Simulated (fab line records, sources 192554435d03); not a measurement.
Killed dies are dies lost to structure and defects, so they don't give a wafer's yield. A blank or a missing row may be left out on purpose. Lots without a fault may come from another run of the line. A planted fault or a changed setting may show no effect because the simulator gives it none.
fab line records | flow n5_finfet
record lots=6 wafers=18 last_day=17
route steps=1938 shown BEOL_M14@1738 PASSIVATION@1936
lots that met no fault: from a run of the same line without faults
start_h: hours from the record's first day to the start of the lot's first wafer shown | wait_h: hours since the lot's step before | " the same as in the row above | L1.1+2: a row that stands for several wafers | - no value, or no start given | * or withheld: withheld | < > ~ a bound
route shown NAME@n: a module of which the file shows steps, and the number in the route of the first | usual: mean/standard deviation of fault-free wafers | same: alike in all rows | chamber/n: place in a boat | sites: the reading at each site | _std_site: their standard deviation | _edge_site: outer sites' mean less inner sites' | radius_mm: how far each site lies from the wafer's centre | mask NAME#n: copy n | behind: the tool/chamber that last shaped the wafer | hold: why the lot was held/for how many hours/how that ended | device: the transistor (n, p or np) that didn't switch | end of line: the same wafers' tests at the end of the route | a step without rows: its recipe alone | killed: dies lost to structure and defects at the first sort, not the wafer's yield | map: a wafer's dies, x killed, . not, _ none there
set.NAME: the setting as run; set.NAME@STEP: as run at that earlier step | model.NAME: the simulator's own value behind a step, which no gauge read
lots at some steps of the route; a table a step, a row a wafer
services: from which hour (start_h, from the record's first day; less than 0 if before it) a tool's chamber was out of use, for how many hours, and why
## steps
# step N5_BEOL_M14_COAT_66
# recipe resist=SiARC temp_c=220 time_s=60 spin_rpm=1500 resist_thk_nm=110
# step N5_BEOL_M14_COAT_22
# recipe spin_rpm=2888 resist_thk_nm=300
# step N5_BEOL_M14_EBR_24
# recipe solvent=PGMEA ebr_width_mm=1.5
# step N5_BEOL_M14_SOFTBAKE_23
# recipe temp_c=130 time_s=60
# step N5_BEOL_M14_EXPOSE_25
# recipe mask_id=M14 na=0.8 source_shape=annular sigma_inner=0.5 sigma_outer=0.8 polarization=unpolarized target_cd_nm=280 dose_mj=26.6
# step N5_BEOL_M14_PEB_26
# recipe peb_temp_c=130 peb_time_s=90
# step N5_BEOL_M14_DEVELOP_27
# recipe develop_time_s=45 rinse_liquid=diw dry=air_spin dev_temp_c=21
# step N5_BEOL_M14_HARDBAKE_32
# recipe temp_c=130 time_s=120
# step N5_BEOL_M14_CD_MEAS_28
# recipe target_cd_nm=284.4 landing_energy_ev=500 detector=se_inlens
# usual cd_nm=283.8/1.9
# columns lot.wafer tool chamber start_h wait_h cd_nm
L207.2 cd_sem-03 0 260.21 - 281.7
L207.3 " 0 " " 282.1
L207.5 " 0 " " 283.1
L215.2 cd_sem-02 0 316.25 - 286.8
L215.5 " 0 " " 288.5
L215.6 " 0 " " 285.1
L216.2 cd_sem-02 0 322.97 - 283.2
L216.3 " 0 " " 283.5
L216.5 " 0 " " 282.3
L221.3 cd_sem-03 0 363.14 - 286.4
L221.4 " 0 " " 285.6
L221.6 " 0 " " 286.4
L226.2 cd_sem-01 0 382.33 - 285.8
L226.5 " 0 " " 284.6
L226.6 " 0 " " 284.6
L225.1 cd_sem-01 0 384.70 - 282.7
L225.4 " 0 " " 283.0
L225.6 " 0 " " 284.6
# step N5_BEOL_M14_OVL_MEAS_29
# recipe points_per_wafer=44
# usual M14_OVL=-1/6.2
# columns lot.wafer tool chamber start_h wait_h M14_OVL[nm]
L207.2 overlay-01 0 260.23 0.0 -7
L207.3 " 0 " " 0
L207.5 " 0 " " -3
L215.2 overlay-02 0 316.28 0.0 1
L215.5 " 0 " " 6
L215.6 " 0 " " 7
L216.2 overlay-02 0 323.00 0.0 6
L216.3 " 0 " " 3
L216.5 " 0 " " -6
L221.3 overlay-01 0 363.18 0.0 -4
L221.4 " 0 " " -6
L221.6 " 0 " " -4
L226.2 overlay-02 0 382.36 0.0 -15
L226.5 " 0 " " -14
L226.6 " 0 " " -6
L225.1 overlay-02 0 384.73 0.0 -5
L225.4 " 0 " " -11
L225.6 " 0 " " -2
# step N5_BEOL_M14_INSPECT_30
# recipe mode=adi inspect_instrument=macro
# usual raw_defect_count=2.0/1.4
# columns lot.wafer tool chamber start_h wait_h raw_defect_count
L207.2 defect_inspect-02 - 260.26 0.0 1
L207.3 " - " " 2
L207.5 " - " " 1
L215.2 defect_inspect-02 - 316.30 0.0 1
L215.5 " - " " 1
L215.6 " - " " 5
L216.2 defect_inspect-02 - 323.03 0.0 2
L216.3 " - " " 1
L216.5 " - " " 1
L221.3 defect_inspect-02 - 363.21 0.0 1
L221.4 " - " " 1
L221.6 " - " " 0
L226.2 defect_inspect-01 - 382.38 0.0 2
L226.5 " - " " 3
L226.6 " - " " 5
L225.1 defect_inspect-01 - 384.75 0.0 2
L225.4 " - " " 3
L225.6 " - " " 2
# step N5_BEOL_M14_DESCUM_33
# recipe chemistry=O2 time_s=7.9 source_power_w=50 bias_power_w=20 pressure_mtorr=20 rf_frequency_hz=2.712e+07 temp_c=40 o2_flow_sccm=225
# usual drypump_motor_current_A=5.7/0.47 oes_product_au=0.82/0.093 rf_vpp_V=243.8/1.3 showerhead_plenum_p_Torr=2.13/0.076 throttle_valve_pct=20.35/0.16
# same time_s=7.9
# columns lot.wafer tool chamber start_h wait_h drypump_motor_current_A oes_product_au rf_hours_counter_h rf_vpp_V showerhead_plenum_p_Torr throttle_valve_pct
L207.2 rie_diel-02 1 260.49 0.2 6.2 0.70 244 244.1 2.13 20.33
L207.3 " 3 " " 5.6 0.71 203 243.1 2.07 20.44
L207.5 " 1 " " 6.2 0.69 - 244.2 2.13 20.32
L215.2 rie_diel-04 2 316.33 0.0 5.6 0.91 22 244.5 2.22 20.18
L215.5 " 3 " " 6.4 0.82 - 243.4 2.12 20.55
L215.6 " 2 " " 5.6 0.92 - 244.9 2.22 20.19
L216.2 rie_diel-04 0 323.11 0.1 6.7 0.85 52 244.5 2.22 20.50
L216.3 " 3 " " 6.4 0.82 91 243.3 2.12 20.55
L216.5 " 3 " " 6.4 0.82 - 243.0 2.12 20.54
L221.3 rie_diel-03 1 363.57 0.4 5.3 0.77 139 245.1 2.10 20.32
L221.4 " 3 " " 5.7 0.85 - 245.0 2.21 20.36
L221.6 " 2 " " 5.4 0.74 - 242.3 2.08 20.30
L226.2 rie_diel-04 1 382.41 0.0 6.3 0.85 59 242.9 2.04 20.23
L226.5 " 0 " " 6.7 0.82 - 246.1 2.22 20.53
L226.6 " 3 " " 6.4 0.79 - 242.4 2.11 20.57
L225.1 rie_diel-02 0 384.99 0.2 5.3 0.90 22 244.0 2.25 20.12
L225.4 " 2 " " 5.2 0.89 - 244.3 2.14 20.59
L225.6 " 0 " " 5.3 0.89 - 245.7 2.25 20.11
# step N5_BEOL_M14_ETCH_67
# recipe chemistry=CF4 target=SiARC target_depth_a=1430 time_s=238.3 ion_energy_ev=80 pressure_mtorr=40 source_w=545 bias_w=36 Ar_flow_sccm=100 cf4_flow_sccm=100 ends=cleared
# usual drypump_motor_current_A=5.7/0.47 etch_rf_on_time_s=238/5.6 oes_product_au=0.70/0.078 rf_vpp_V=184.3/1.3 showerhead_plenum_p_Torr=2.17/0.073 throttle_valve_pct=15.50/0.16
# columns lot.wafer tool chamber start_h wait_h drypump_motor_current_A etch_rf_on_time_s oes_product_au rf_hours_counter_h rf_vpp_V showerhead_plenum_p_Torr throttle_valve_pct
L207.2 rie_diel-02 1 260.52 0.0 6.2 246 0.59 244 185.4 2.20 15.66
L207.3 " 3 " " 5.6 230 0.62 203 184.6 2.12 15.65
L207.5 " 1 " " 6.2 245 0.58 - 184.4 2.20 15.66
L215.2 rie_diel-04 2 316.37 0.0 5.6 249 0.77 22 186.1 2.27 15.38
L215.5 " 3 " " 6.4 394 0.61 - 185.5 2.17 15.72
L215.6 " 2 " " 5.6 248 0.77 - 184.5 2.26 15.38
L216.2 rie_diel-04 0 323.15 0.0 6.7 236 0.72 52 186.2 2.26 15.58
L216.3 " 3 " " 6.4 388 0.62 91 183.1 2.17 15.71
L216.5 " 3 " " 6.4 390 0.61 - 184.7 2.17 15.71
L221.3 rie_diel-03 1 363.60 0.0 5.3 242 0.66 139 182.4 2.14 15.49
L221.4 " 3 " " 5.7 236 0.73 - 185.7 2.25 15.52
L221.6 " 2 " " 5.4 239 0.63 - 185.0 2.13 15.50
L226.2 rie_diel-04 1 382.45 0.0 6.3 232 0.74 59 182.4 2.08 15.28
L226.5 " 0 " " 6.7 238 0.70 - 186.2 2.25 15.61
L226.6 " 3 " " 6.4 243 0.68 - 184.1 2.16 15.74
L225.1 rie_diel-02 0 385.02 0.0 5.3 247 0.75 22 186.1 2.27 15.17
L225.4 " 2 " " 5.2 239 0.75 - 183.7 2.18 15.60
L225.6 " 0 " " 5.3 246 0.76 - 185.9 2.27 15.17
# step N5_BEOL_M14_ETCH_68
# recipe chemistry=N2/H2 target=SOC mask_material=SiARC source_w=3000 bias_w=350 temp_c=40 time_s=450 ion_energy_ev=200 pressure_mtorr=30 n2_flow_sccm=200 h2_flow_sccm=200
# usual drypump_motor_current_A=5.8/0.47 oes_product_au=0.82/0.094 rf_vpp_V=524.8/2.6 showerhead_plenum_p_Torr=2.58/0.096 throttle_valve_pct=17.67/0.21
# same time_s=450
# columns lot.wafer tool chamber start_h wait_h drypump_motor_current_A oes_product_au rf_hours_counter_h rf_vpp_V showerhead_plenum_p_Torr throttle_valve_pct
L207.2 rie_diel-02 1 260.67 0.1 6.3 0.70 245 525.3 2.62 17.89
L207.3 " 3 " " 5.6 0.70 203 523.6 2.52 17.82
L207.5 " 1 " " 6.2 0.69 - 525.5 2.62 17.89
L215.2 rie_diel-04 2 316.51 0.1 5.6 0.91 22 527.2 2.71 17.53
L215.5 " 3 " " 6.4 0.82 - 523.8 2.57 17.80
L215.6 " 2 " " 5.6 0.90 - 528.4 2.71 17.52
L216.2 rie_diel-04 0 323.29 0.1 6.7 0.84 52 527.2 2.71 17.85
L216.3 " 3 " " 6.4 0.81 91 525.2 2.56 17.82
L216.5 " 3 " " 6.4 0.81 - 523.8 2.56 17.82
L221.3 rie_diel-03 1 363.75 0.1 5.3 0.77 139 523.2 2.55 17.59
L221.4 " 3 " " 5.7 0.85 - 528.9 2.67 17.62
L221.6 " 2 " " 5.4 0.73 - 522.1 2.52 17.60
L226.2 rie_diel-04 1 382.59 0.1 6.3 0.87 60 523.0 2.47 17.42
L226.5 " 0 " " 6.7 0.81 - 528.9 2.70 17.87
L226.6 " 3 " " 6.4 0.80 - 525.1 2.56 17.83
L225.1 rie_diel-02 0 385.17 0.1 5.3 0.89 23 528.1 2.69 17.16
L225.4 " 2 " " 5.2 0.89 - 524.2 2.61 18.01
L225.6 " 0 " " 5.3 0.90 - 527.7 2.69 17.16
# step N5_PASSIVATION_PROBE_49
# usual defect_limited_yield=90.9/1.4 killed_at_M0_to_M3=37/12 killed_at_M4_up=14/5.3 killed_at_contacts=12/6.2 killed_at_front_end=41/11 killed_at_other=3.7/2.9 killed_dies=107/17 killed_open=71/12 killed_short=34/7.9 sort_bin_5_function=5.3/0.95 sort_bin_6_memory=3.4/0.7 sort_n_pass=1073/17 sort_yield_pct=90.9/1.5
# same gross_dies=1180 killed_at_back_side=0 sort_bin_4_leakage[%]=0 sort_bin_8_speed[%]=0
# columns lot.wafer tool chamber start_h wait_h defect_limited_yield[%] killed_at_M0_to_M3 killed_at_M4_up killed_at_contacts killed_at_front_end killed_at_other killed_dies killed_open killed_short sort_bin_5_function[%] sort_bin_6_memory[%] sort_n_pass sort_yield_pct[%]
L207.2 prober-01 - 286.12 0.1 88.7 74 7 11 37 4 133 93 38 5.8 5.2 1047 88.7
L207.3 prober-01 - 286.17 0.1 90.9 27 14 16 45 5 107 83 23 5.3 3.5 1073 90.9
L207.5 prober-01 - 286.27 0.2 90.3 40 22 14 36 3 115 82 33 4.5 5.0 1065 90.3
L215.2 prober-02 - 341.87 0.1 93.0 28 15 7 32 1 83 54 25 4.2 2.5 1097 93.0
L215.5 prober-02 - 342.02 0.2 91.3 25 18 12 44 4 103 70 29 5.9 2.8 1077 91.3
L215.6 prober-02 - 342.07 0.3 91.9 18 10 8 54 6 96 49 45 4.1 3.5 1084 91.9
# killed by level:class
L207.2 BEOL_M3:geometric_particle:open=18 BEOL_M2:geometric_particle:open=14 BEOL_M0_SAQP:geometric_particle:short=13 STI_FIN_REVEAL:geometric_particle:open=11 BEOL_M1:geometric_particle:open=11 MOL_CONTACT_COAG:geometric_particle:open=10 FIN_SAQP:geometric_particle:open=7 BEOL_M0_SAQP:geometric_particle:open=5
L207.3 STI_FIN_REVEAL:geometric_particle:open=15 MOL_CONTACT_COAG:geometric_particle:open=12 BEOL_M0_SAQP:geometric_particle:open=8 FIN_SAQP:geometric_particle:open=7 FIN_SAQP:geometric_particle:short=6 BEOL_M3:geometric_particle:open=6 STARTING-WAFER:geometric_particle:open=5 MOL_CONTACT_COAG:geometric_particle:short=4
L207.5 MOL_CONTACT_COAG:geometric_particle:open=12 BEOL_M4:geometric_particle:open=12 STI_FIN_REVEAL:geometric_particle:open=10 BEOL_M3:geometric_particle:open=8 FIN_SAQP:geometric_particle:open=7 BEOL_M1:geometric_particle:open=7 BEOL_M0_SAQP:geometric_particle:short=7 FIN_SAQP:geometric_particle:short=6
L215.2 BEOL_M0_SAQP:geometric_particle:open=9 BEOL_M4:geometric_particle:open=7 FIN_SAQP:geometric_particle:short=6 BEOL_M3:geometric_particle:open=6 GATE_CUT:geometric_particle:open=5 BEOL_M0_SAQP:geometric_particle:short=5 STI_FIN_REVEAL:geometric_particle:open=4 GATE_CUT:geometric_particle:short=4
L215.5 GATE_CUT:geometric_particle:open=11 MOL_CONTACT_COAG:geometric_particle:open=11 STI_FIN_REVEAL:geometric_particle:open=9 GATE_CUT:geometric_particle:short=9 FIN_SAQP:geometric_particle:short=6 BEOL_M1:geometric_particle:open=6 BEOL_M2:geometric_particle:open=4 BEOL_M4:geometric_particle:open=4
L215.6 GATE_CUT:geometric_particle:short=11 FIN_SAQP:geometric_particle:short=9 FIN_SAQP:geometric_particle:open=8 GATE_CUT:geometric_particle:open=8 STI_FIN_REVEAL:geometric_particle:open=5 MOL_CONTACT_COAG:geometric_particle:open=5 DUMMY_GATE:geometric_particle:open=4 BEOL_M0_SAQP:geometric_particle:short=4
## services
# columns tool chamber start_h hours kind
rie_diel-02 2 241.92 - clean
rie_diel-02 2 241.92 - consumable_replace:focus_ring
rie_diel-02 2 241.92 31.1 scheduled_down
rie_diel-02 2 241.92 31.1 vent_cycle
rie_diel-03 0 259.75 6.6 repair
rie_diel-02 0 261.10 2.4 repair
rie_diel-02 1 273.09 - clean
rie_diel-02 1 273.09 - consumable_replace:focus_ring
rie_diel-02 1 273.09 16.4 scheduled_down
rie_diel-02 1 273.09 16.4 vent_cycle
rie_diel-02 0 299.92 - clean
rie_diel-02 0 299.92 - consumable_replace:focus_ring
rie_diel-02 0 299.92 - consumable_replace:showerhead
rie_diel-02 0 299.92 20.6 scheduled_down
rie_diel-02 0 299.92 20.6 vent_cycle
rie_diel-03 0 310.73 1.4 repair
rie_diel-03 2 316.71 5.3 repair
rie_diel-04 3 341.69 14.3 repair
rie_diel-02 - 344.12 2.0 repair
rie_diel-04 1 345.68 5.8 repair
rie_diel-04 - 346.66 14.6 pm
rie_diel-02 0 362.01 4.7 repair
rie_diel-02 3 366.80 - clean
rie_diel-02 3 366.80 - consumable_replace:focus_ring
## key
first_sign step=N5_BEOL_M14_ETCH_67 reading=etch_rf_on_time_s direction=up sigmas=27 usual=* struck=*
effect none on later readings
met_at N5_BEOL_M14_ETCH_67
struck_wafers L215.5,L216.3,L216.5
fault kind=process_parameter_drift tool=rie_diel-04 chamber=- onset_h=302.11 steps=N5_BEOL_M14_ETCH_67 channel=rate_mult offset=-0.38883 shape=step end_h=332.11 scope=struck_wafers_only
